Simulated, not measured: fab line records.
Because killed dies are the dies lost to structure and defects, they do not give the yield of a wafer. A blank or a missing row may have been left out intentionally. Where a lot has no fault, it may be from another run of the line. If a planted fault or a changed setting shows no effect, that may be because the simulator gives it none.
Chamber matching ; flow n5-finfet ; N5_BEOL_M1_CO_CAP_55 on cvd-co-02: 3 sister chambers
The step material Co, precursor CCTBA/H2, target thk 2 nm, time 102.1 s. 6 wafers are shown with their chamber, then 12 later ones without.

== WAFERS, EACH WITH ITS CHAMBER ==
wafer;chamber;heater-power-w (W)
L088.4;1;214
L089.4;2;248
L089.6;0;251
L091.1;0;251
L091.2;1;212
L091.3;2;245

== WAFERS WITH NO CHAMBER GIVEN ==
wafer;heater-power-w (W)
L091.4;217
L091.5;255
L091.6;241
L093.1;254
L093.5;248
L093.6;238
L097.2;243
L097.3;249
L097.4;256
L096.2;255
L096.4;252
L096.6;208

== THE CHAMBER EACH PASSED THROUGH ==
wafer;from the rows above;in truth
L091.4;1;1
L091.5;0;0
L091.6;2;2
L093.1;0;0
L093.5;can't be placed: 2 or 0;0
L093.6;2;2
L097.2;2;2
L097.3;can't be placed: 0 or 2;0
L097.4;0;0
L096.2;0;0
L096.4;0;0
L096.6;1;1
Placed correctly: 10 of 12. Can't be placed from these rows: 2 (the true chamber is among the candidates in 2). Placed wrongly: 0.
How it was worked out, from the rows above alone: a wafer's distance from a chamber is the root of the sum, over the readings, of the square of ((its reading less the chamber's mean) divided by the reading's scatter). If the next closest chamber is less than 2 further off than the closest, the wafer can't be placed; otherwise it belongs to the closest. Each chamber's mean is taken over the wafers shown for it. The scatter is the square root of a quotient: the sum, over the shown wafers, of each reading's squared deviation from its chamber's mean, divided by wafers minus chambers.
